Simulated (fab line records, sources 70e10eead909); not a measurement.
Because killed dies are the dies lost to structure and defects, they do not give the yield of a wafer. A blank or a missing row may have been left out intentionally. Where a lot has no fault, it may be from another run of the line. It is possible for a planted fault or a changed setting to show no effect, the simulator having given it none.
Comparing a struck lot with a sound one + flow nandHarc + 14 steps out of a route of 1302
Sound: wafers L943.2, L943.3, L943.5. Struck: wafer L955.2. (L955.1 of the same lot was not struck and is left out.) The cause comes at the end.
Each step with rows lists, per side, the tool, then ch with its chambers, then its first start. Under that, the readings that differ: sound wafers + struck wafers + difference of the means + sigmas: that difference in standard deviations of wafers without a fault.
alike: same words and numbers on both sides, and readings whose means sit less than 2 such deviations apart. not compared: any withheld reading, any reading some wafer has no value for, any bound like >300 that may hide the same value, and any number with overlapping values for which the record gives no deviation.
The two part at a step that has a row with sigmas, a row that says differs or no value, or rows on one side only. Numbers that don't overlap but have no deviation are shown without sigmas and don't part them. A reading that every wafer of one side lacks parts them only if that side has two wafers or more.

NHARC_A_DECK1_JOINT_ETCHBACK_07: etches the open film in HBr, target depth 105 nm, time 26.9 s.
  sound on rieSi-05 ch 1,2, day 11 11:34; struck on rieSi-05 ch 1, day 16 09:43
  alike: drypumpMotorCurrentA, oesProductAu, runLengthS, throttleValvePct
  not compared: rfHoursCounterH
then, 8 steps without rows for these wafers: NHARC_A_DECK1_JOINT_ETCH_25 (etches SiO2 in dHF, target depth 0.5 nm); NHARC_A_DECK1_JOINT_ETCH_19 (etches poly-Si in TMAH, target depth 3 nm); NHARC_A_DECK1_JOINT_ETCH_18 (etches SiO2 in dHF, target depth 3 nm); NHARC_A_DECK1_JOINT_WET_08 (chemistry H3PO4, time 86 s); NHARC_A_DECK1_JOINT_ETCH_09 (etches SiO2 in dHF, target depth 5 nm); NHARC_A_DECK1_JOINT_WET_10 (chemistry H3PO4, time 86 s); NHARC_A_DECK1_JOINT_ETCH_11 (etches SiO2 in dHF, target depth 35 nm); NHARC_A_DECK1_JOINT_CVD_12 (deposits poly-Si, target thk 90 nm, time 1800 s).
NHARC_A_DECK1_JOINT_CMP_13: polishes, target thk 51.023 nm.
  sound on cmp-02 ch 0,3, day 11 21:52; struck on cmp-03 ch 3, day 16 20:01
  alike: motorCurrentA, timeToEndpointS
NHARC_A_DECK1_JOINT_THK_MEAS_14: measures by ellipsometry.
  sound: filmMetro-01 at day 11 22:06; struck: filmMetro-02 at day 16 20:16
  alike: thkNm
following that, these wafers have no rows for 1 step: NHARC_A_DECK1_JOINT_SRD_04.
NHARC_A_DECK1_JOINT_ETCHBACK_00: etches the open film in HBr, target depth 30 nm, time 17.4 s.
  sound on rieSi-05 ch 0,1,2, day 11 22:16; struck on rieSi-05 ch 3, day 16 20:23
| reading        | sound          | struck | difference | sigmas |
|----------------|----------------|--------|------------|--------|
| runLengthS (s) | 38.3 38.9 38.8 | 35.9   | -2.8       | -6     |
  alike: drypumpMotorCurrentA, oesProductAu, throttleValvePct
  not compared: rfHoursCounterH
then, 1 step without rows for these wafers: NHARC_A_DECK1_JOINT_PRECLEAN_30 (cleans in SC1).

## WHERE THEY PART
NHARC_A_DECK1_JOINT_ETCHBACK_00 only, going by this record.

WHY: what the simulator had put in
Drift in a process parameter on rieSi-05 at NHARC_A_DECK1_JOINT_ETCHBACK_00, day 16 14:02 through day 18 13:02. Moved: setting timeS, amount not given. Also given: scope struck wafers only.
